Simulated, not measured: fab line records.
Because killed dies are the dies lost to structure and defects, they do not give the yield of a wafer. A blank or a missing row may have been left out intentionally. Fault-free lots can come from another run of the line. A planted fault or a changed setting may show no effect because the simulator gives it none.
fab line records | flow nand-harc
record lots=5 wafers=15 last-day=34
route steps=1302 shown P_CONTACT@217
lots that met no fault: taken from a fault-free run of the same line
start-h: start of the lot's first displayed wafer, in hours after the record's first day | wait-h: how many hours have passed since the lot's step before this one | " same as the row above | L1.1+2: several wafers, shown together as one row | - either no value or no given start | * or withheld: withheld | < > ~ a bound
route shown NAME@n: NAME is a module with steps in the file, n the number in the route of the first one | usual: mean and standard deviation over wafers with no fault | same: alike in all rows | chamber/n: place in a boat | sites: the reading at each site | _std_site: standard deviation across them | _edge_site: outer sites' mean less inner sites' | radius-mm: how far each site lies from the wafer's centre | mask NAME#n: copy n | behind: the last tool/chamber to shape the wafer | hold: why the lot went on hold/how many hours it stayed there/how the hold came to an end | device: transistor that didn't switch, given as n, p or np | end of line: the tests these same wafers got at the end of their route | a step with no rows: only its recipe | killed: not the wafer's yield, but the dies lost to structure and defects at the first sort | map: dies across one wafer; x = killed, . = not, _ = none there
set.NAME: the run value of the setting; set.NAME@STEP: its run value at that earlier step | model.NAME: the simulator's own value behind a step, which no gauge read
lots seen at some steps along the route; tables by step, rows by wafer
services: when a tool's chamber went out of use (start-h, in hours from the record's first day, below 0 if earlier), for how many hours, and the reason
## steps
# step NHARC_P_CONTACT_DEP_30
# recipe target-thk-a=300 temp-c=400 target-thk-nm=30 flow-sccm=200 rf-w=450 material=SiNx
# usual heater-power-w=656/110
# columns lot.wafer tool chamber start-h wait-h heater-power-w
L460.3 pecvd-04 0 184.37 0.1 531
L460.4 " 0 " " 543
L460.6 " 1 " " 550
L462.1 pecvd-04 0 196.75 0.1 603
L462.4 " 1 " " 527
L462.6 " 2 " " 712
L467.2 pecvd-01 2 252.28 0.1 755
L467.4 " 0 " " 665
L467.6 " 2 " " 750
L476.1 pecvd-01 2 340.46 0.1 659
L476.6 " 2 " " 664
L476.4 " 0 " " 657
L477.1 pecvd-01 2 349.38 0.1 705
L477.3 " 0 " " 690
L477.6 " 0 " " 695
# step NHARC_P_CONTACT_DEP_00
# recipe target-thk-a=5000 temp-c=400 pressure-torr=6.5 rf-w=900 teos-flow-sccm=161.4 flow-sccm=2650 target-thk-nm=500 gas=O2 material=SiO2
# usual heater-power-w=501/100 throttle-valve-pct=15.7/0.58
# columns lot.wafer tool chamber start-h wait-h heater-power-w throttle-valve-pct
L460.3 pecvd-04 0 - - 460 15.7
L460.4 " 0 " " 475 15.5
L460.6 " 1 " " 362 15.2
L462.1 pecvd-04 0 - - 443 15.5
L462.4 " 1 " " 426 15.1
L462.6 " 2 " " 586 15.4
L467.2 pecvd-01 2 - - 578 16.9
L467.4 " 0 " " 526 16.3
L467.6 " 2 " " 603 17.0
L476.1 pecvd-01 2 - - 644 16.0
L476.6 " 2 " " 652 16.5
L476.4 " 0 " " 483 16.4
L477.1 pecvd-01 2 - - 634 16.1
L477.3 " 0 " " 534 16.2
L477.6 " 0 " " 525 16.3
# step NHARC_P_CONTACT_CMP_01
# recipe target-thk-nm=200 material=SiO2
# usual motor-current-A=11.7/1.3
# columns lot.wafer tool chamber start-h wait-h motor-current-A
L460.4 cmp-02 0 185.11 - 11.5
L460.3 " 2 " " 13.0
L460.6 " 3 " " 11.0
L462.1 cmp-01 1 197.46 - 12.9
L462.4 " 2 " " 11.9
L462.6 " 1 " " 12.4
L467.4 cmp-03 3 252.97 - 11.7
L467.2 " 0 " " 11.6
L467.6 " 2 " " 11.1
L476.4 cmp-02 0 341.17 - 11.8
L476.1 " 2 " " 12.7
L476.6 " 0 " " 12.1
L477.1 cmp-02 0 350.12 - 12.8
L477.3 " 2 " " 12.5
L477.6 " 3 " " 11.3
# step NHARC_P_CONTACT_SRD_03
# step NHARC_P_CONTACT_DEHYDRATE_04
# recipe temp-c=150 time-s=120
# step NHARC_P_CONTACT_HMDS_05
# recipe time-s=30
# step NHARC_P_CONTACT_COAT_33
# recipe temp-c=260 time-s=75
# step NHARC_P_CONTACT_COAT_34
# recipe temp-c=225 time-s=65
# step NHARC_P_CONTACT_COAT_06
# recipe spin-rpm=1500 resist-thk-nm=90
# step NHARC_P_CONTACT_SOFTBAKE_07
# recipe temp-c=105 time-s=55
# step NHARC_P_CONTACT_EBR_08
# step NHARC_P_CONTACT_EXPOSE_09
# recipe na=1.35 target-cd-nm=90 dose-mj=81.26 mask-id=P_CA
# columns lot.wafer tool chamber start-h wait-h mask
L460.3+4+6 arfi-scanner-03 0 185.78 - P_CA#0
L462.1+4+6 arfi-scanner-01 0 198.15 - P_CA#0
L467.2+4+6 arfi-scanner-03 0 253.61 - P_CA_R1#0
L476.1+4+6 arfi-scanner-01 0 341.83 - P_CA#0
L477.1+3+6 arfi-scanner-03 0 350.79 - P_CA#0
# step NHARC_P_CONTACT_PEB_10
# recipe peb-temp-c=100 peb-time-s=65
# step NHARC_P_CONTACT_DEVELOP_11
# recipe develop-time-s=35 dev-temp-c=23
# step NHARC_P_CONTACT_CD_MEAS_12
# recipe target-cd-nm=90 landing-energy-ev=500
# usual cd-nm=90.0/0.73
# columns lot.wafer tool chamber start-h wait-h cd-nm
L460.3 cd-sem-02 0 185.92 - 91.0
L460.4 " 0 " " 91.1
L460.6 " 0 " " 91.6
L462.1 cd-sem-03 0 198.29 - 90.7
L462.4 " 0 " " 90.7
L462.6 " 0 " " 91.5
L467.2 cd-sem-03 0 253.75 - 91.5
L467.4 " 0 " " 92.6
L467.6 " 0 " " 90.5
L476.1 cd-sem-03 0 341.97 - 89.5
L476.4 " 0 " " 88.5
L476.6 " 0 " " 89.1
L477.1 cd-sem-02 0 350.93 - 89.5
L477.3 " 0 " " 90.0
L477.6 " 0 " " 89.5
# step NHARC_P_CONTACT_OVL_MEAS_13
# usual overlay-x-nm=0.0/0.82 overlay-y-nm=0.2/0.91
# columns lot.wafer tool chamber start-h wait-h overlay-x-nm overlay-y-nm
L460.3 overlay-02 - 186.00 - 0.0 0.6
L460.4 " - " " -0.2 0.7
L460.6 " - " " -0.3 0.3
L462.1 overlay-02 - 198.37 - 0.5 0.0
L462.4 " - " " 0.6 -0.1
L462.6 " - " " 0.3 -0.3
L467.2 overlay-01 - 253.84 - -1.2 -0.2
L467.4 " - " " -1.5 -0.1
L467.6 " - " " -0.4 -0.2
L476.1 overlay-01 - 342.06 - -0.8 1.6
L476.4 " - " " -0.4 1.6
L476.6 " - " " -1.0 1.4
L477.1 overlay-02 - 351.02 - -1.1 -0.8
L477.3 " - " " -0.9 -0.7
L477.6 " - " " -1.1 -0.8
# step NHARC_P_CONTACT_INSPECT_14
# usual raw-defect-count=4.7/2.8
# columns lot.wafer tool chamber start-h wait-h raw-defect-count
L460.3 defect-inspect-01 - 186.04 0.0 4
L460.4 " - " " 10
L460.6 " - " " 2
L462.1 defect-inspect-01 - 198.41 0.0 4
L462.4 " - " " 5
L462.6 " - " " 4
L467.2 defect-inspect-02 - 253.88 0.0 4
L467.4 " - " " 5
L467.6 " - " " 4
L476.1 defect-inspect-01 - 342.10 0.0 4
L476.4 " - " " 8
L476.6 " - " " 6
L477.1 defect-inspect-02 - 351.05 0.0 8
L477.3 " - " " 0
L477.6 " - " " 9
# step NHARC_P_CONTACT_DESCUM_17
# recipe time-s=3 o2-flow-sccm=200 ar-flow-sccm=0 bias-power-w=0 chemistry=O2
# usual chamber-pressure-mTorr=60.01/0.062 drypump-motor-current-A=5.7/0.55 oes-product-au=0.997/0.011 rf-vpp-V=57.8/0.88 showerhead-plenum-p-Torr=1.93/0.083 throttle-valve-pct=11.312/0.0084
# columns lot.wafer tool chamber start-h wait-h chamber-pressure-mTorr drypump-motor-current-A oes-product-au rf-hours-counter-h rf-vpp-V showerhead-plenum-p-Torr throttle-valve-pct model.P_CONTACT.cd-nm
L460.3 rie-diel-06 2 186.11 0.1 59.99 6.1 0.994 1.1 57.7 2.06 11.318 90.97
L460.4 " 0 " " 60.02 5.6 0.986 1.2 56.4 1.80 11.306 90.86
L460.6 " 2 " " 60.04 6.1 0.997 - 58.1 2.06 11.309 91.85
L462.4 rie-diel-06 0 198.47 0.1 59.95 5.6 0.986 1.5 57.0 1.80 11.314 90.32
L462.1 " 2 " " 60.02 6.1 0.989 1.6 58.9 2.06 11.303 90.14
L462.6 " 0 " " 59.97 5.6 0.985 - 56.8 1.80 11.308 90.39
L467.2 rie-diel-02 2 253.95 0.1 60.00 4.9 0.982 1.3 56.8 1.90 11.309 91.15
L467.4 " 3 " " 59.98 6.5 1.009 1.4 58.1 1.99 11.325 91.66
L467.6 " 0 " " 59.96 5.1 0.991 - 57.8 1.82 11.303 90.07
L476.4 rie-diel-02 2 342.16 0.1 60.08 4.9 0.985 6.6 58.3 1.90 11.299 87.92
L476.1 " 3 " " 60.02 6.5 1.025 6.4 58.4 1.99 11.305 88.55
L476.6 " 2 " " 60.05 4.9 1.004 - 56.3 1.90 11.301 88.4
L477.3 rie-diel-05 2 351.12 0.1 59.96 5.4 1.011 3.4 57.1 2.03 11.316 90.26
L477.1 " 3 " " 59.96 5.6 1.006 3.3 56.3 1.83 11.320 90.3
L477.6 " 1 " " 60.11 4.9 1.017 - 56.0 1.94 11.314 90.64
# step NHARC_P_CONTACT_ETCH_35
# recipe target-depth-a=390 over-etch-frac=0.3 time-s=65 ion-energy-ev=80 cf4-flow-sccm=150 ar-flow-sccm=0 rf-w=300 bias-w=100 chemistry=CF4
# usual chamber-pressure-mTorr=50.00/0.039 drypump-motor-current-A=5.7/0.53 oes-product-au=0.997/0.0097 rf-vpp-V=151.5/1.3 showerhead-plenum-p-Torr=1.78/0.074 throttle-valve-pct=13.283/0.0092
# same over-etch-frac=0.3
# columns lot.wafer tool chamber start-h wait-h chamber-pressure-mTorr drypump-motor-current-A oes-product-au rf-hours-counter-h rf-vpp-V showerhead-plenum-p-Torr throttle-valve-pct model.P_CONTACT.cd-nm
L460.4 rie-diel-06 1 186.18 0.1 50.07 5.2 1.000 1.1 152.5 1.80 13.304 91.03
L460.3 " 3 " " 49.97 6.4 0.992 1.3 151.0 1.81 13.287 90.75
L460.6 " 1 " " 49.95 5.1 0.991 - 149.8 1.80 13.273 92
L462.4 rie-diel-06 3 198.56 0.1 49.98 6.5 1.005 1.8 152.7 1.80 13.282 89.85
L462.1 " 1 " " 50.04 5.2 0.992 1.6 151.8 1.79 13.294 90.24
L462.6 " 0 " " 50.06 5.6 0.978 - 149.0 1.67 13.275 89.76
L467.2 rie-diel-02 0 254.03 0.1 49.94 5.1 0.995 1.2 150.1 1.69 13.296 90.96
L467.4 " 2 " " 49.97 4.9 0.989 1.3 150.8 1.76 13.273 91.73
L467.6 " 3 " " 50.02 6.4 1.014 - 150.8 1.84 13.268 90.12
L476.4 rie-diel-02 0 342.25 0.1 49.96 5.1 0.996 5.1 150.5 1.69 13.289 87.77
L476.1 " 1 " " 50.02 6.0 0.994 6.6 153.8 1.84 13.293 89
L476.6 " 3 " " 49.99 6.4 1.013 - 151.6 1.83 13.288 88.39
L477.1 rie-diel-05 3 351.20 0.1 50.05 5.6 1.008 3.3 151.1 1.70 13.298 90.21
L477.3 " 1 " " 49.95 4.9 1.013 3.1 151.5 1.79 13.281 90.72
L477.6 " 0 " " 50.01 6.3 0.996 - 149.7 1.74 13.293 90.33
# step NHARC_P_CONTACT_ETCH_36
# recipe target-depth-a=2600 over-etch-frac=0.25 time-s=406.25 ion-energy-ev=200 n2-flow-sccm=150 h2-flow-sccm=150 ar-flow-sccm=0 rf-w=400 bias-w=150 chemistry=N2/H2
# usual chamber-pressure-mTorr=29.999/0.027 drypump-motor-current-A=5.7/0.53 h2-flow-sccm=150.0/0.47 oes-product-au=0.997/0.01 rf-vpp-V=431.1/2.6 showerhead-plenum-p-Torr=2.06/0.094 throttle-valve-pct=14.171/0.0094
# same over-etch-frac=0.25
# columns lot.wafer tool chamber start-h wait-h chamber-pressure-mTorr drypump-motor-current-A h2-flow-sccm oes-product-au rf-hours-counter-h rf-vpp-V showerhead-plenum-p-Torr throttle-valve-pct
L460.4 rie-diel-06 3 - - 29.994 6.5 150.6 1.000 1.4 431.5 2.09 14.170
L460.3 " 1 " " 29.988 5.2 150.4 0.985 1.2 432.2 2.07 14.187
L460.6 " 3 " " 29.999 6.4 150.3 1.000 - 432.2 2.09 14.159
L462.1 rie-diel-06 0 - - 30.025 5.6 150.1 0.998 1.6 428.0 1.92 14.162
L462.4 " 1 " " 30.010 5.2 149.3 1.000 1.6 432.2 2.07 14.165
L462.6 " 0 " " 30.006 5.6 149.6 0.994 - 428.2 1.92 14.160
L467.4 rie-diel-02 2 - - 29.974 4.9 149.7 0.995 1.4 429.3 2.02 14.169
L467.2 " 3 " " 30.049 6.5 150.7 1.000 1.5 433.7 2.13 14.162
L467.6 " 0 " " 29.999 5.1 150.5 0.991 - 426.6 1.94 14.169
L476.4 rie-diel-02 2 - - 30.041 4.9 149.8 0.993 6.6 429.2 2.02 14.173
L476.1 " 3 " " 30.004 6.4 149.2 1.011 6.5 434.3 2.12 14.167
L476.6 " 0 " " 29.964 5.1 149.1 1.012 - 427.9 1.94 14.169
L477.1 rie-diel-05 1 - - 29.963 4.9 150.1 0.994 3.1 430.8 2.07 14.171
L477.3 " 2 " " 30.013 5.5 149.6 1.010 3.5 433.6 2.17 14.175
L477.6 " 2 " " 29.996 5.5 149.4 1.016 - 434.5 2.17 14.181
## services
# columns tool chamber start-h hours kind
arfi-scanner-03 - 177.47 1.9 repair
rie-diel-06 0 188.73 4.0 repair
cmp-02 - 191.70 1.5 repair
arfi-scanner-03 - 196.00 4.0 pm
rie-diel-05 1 205.40 10.0 repair
rie-diel-02 - 216.70 9.0 pm
arfi-scanner-03 - 226.37 9.8 repair
rie-diel-05 - 229.60 9.0 pm
cmp-02 - 232.50 4.0 pm
rie-diel-06 0 250.88 7.1 repair
rie-diel-06 1 252.90 32.3 repair
rie-diel-05 3 257.40 6.3 repair
rie-diel-05 2 267.72 5.3 repair
pecvd-04 - 269.06 13.0 pm
rie-diel-02 0 271.24 21.4 repair
pecvd-01 1 273.97 1.9 repair
cmp-02 - 288.65 0.3 repair
arfi-scanner-03 - 299.66 1.2 repair
rie-diel-06 3 303.54 1.3 repair
rie-diel-06 - 307.28 9.0 pm
pecvd-01 - 311.45 13.0 pm
cmp-02 - 317.51 4.1 repair
arfi-scanner-03 - 322.77 0.5 repair
cmp-02 - 330.50 4.0 pm
## key
first-sign step=NHARC_P_CONTACT_EXPOSE_09 reading=mask direction=changed
effect step=NHARC_P_CONTACT_CD_MEAS_12 reading=cd-nm direction=up sigmas=2.1 usual=90.0 struck=91.5
model-effect step=NHARC_P_CONTACT_DESCUM_17 value=P_CONTACT.cd-nm without=89.19 struck=90.96
model-effect step=NHARC_P_CONTACT_ETCH_35 value=P_CONTACT.cd-nm without=89.17 struck=90.94
met-at NHARC_P_CONTACT_EXPOSE_09
struck-wafers L467.2,L467.4,L467.6
tester-left-out L467
onset-between 185.78 253.61
fault kind=wrong-mask tool=any chamber=- onset-h=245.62 steps=NHARC_P_CONTACT_EXPOSE_09 aux-copy=P_CA_R1#0 cd-offset-nm=1.7694 scope=struck-lots-only
# tester-left-out: of these lots the tester's yield and bins aren't shown, on N5 and GAA mostly nor the transistor test; their killed dies are dies lost to structure and defects alone, not to doping, threshold or leakage, so they don't give the yield
